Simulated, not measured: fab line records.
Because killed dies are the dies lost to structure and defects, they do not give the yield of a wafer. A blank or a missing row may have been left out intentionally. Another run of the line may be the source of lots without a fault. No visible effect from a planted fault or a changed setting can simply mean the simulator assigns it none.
Matching of chambers	flow n5Finfet	N5_BEOL_M0_SAQP_PECVD_96 on pecvd-03 has 3 sister chambers
The step deposits a-Si from SiH4/He, target thk 45 nm, time 45.2 s. 6 wafers are shown with their chamber, then 9 later ones without.

== WAFERS WITH THEIR CHAMBER ==
wafer	chamber	throttleValvePct (%)	showerheadPlenumPTorr (Torr)
L086.6	0	19.0	5.628
L087.1	1	17.6	5.680
L087.5	2	16.5	5.649
L091.1	1	17.9	5.663
L091.4	2	17.1	5.653
L091.5	0	19.2	5.613

== WAFERS WITHOUT THEIR CHAMBER ==
wafer	throttleValvePct (%)	showerheadPlenumPTorr (Torr)
L093.2	16.9	5.663
L093.5	17.7	5.678
L093.6	16.9	5.666
L094.2	16.9	5.664
L094.3	17.7	5.683
L094.4	17.1	5.662
L097.2	18.9	5.600
L097.4	17.7	5.682
L097.5	17.2	5.651

== CHAMBER TAKEN BY EACH ==
wafer	from the rows above	in truth
L093.2	can't be placed: 2 or 1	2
L093.5	1	1
L093.6	can't be placed: 2 or 1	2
L094.2	can't be placed: 2 or 1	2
L094.3	1	1
L094.4	can't be placed: 2 or 1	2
L097.2	0	0
L097.4	1	1
L097.5	can't be placed: 2 or 1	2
Correctly placed: 4 of 9. Cannot be placed on the basis of these rows: 5; the candidates contain the true chamber in 5. Number placed wrongly: 0.
How it was worked out, from the rows above alone: a wafer's distance from a chamber is the root of the sum, over the readings, of the square of ((its reading less the chamber's mean) divided by the reading's scatter). The wafer belongs to the nearest chamber; if the next one is less than 2 further off, it can't be placed. For every chamber, the mean is computed from those of its wafers that are shown. How the scatter is found: for the shown wafers, subtract from each reading the mean of its chamber, square and add these, divide the total by (wafers less chambers), then take the root.
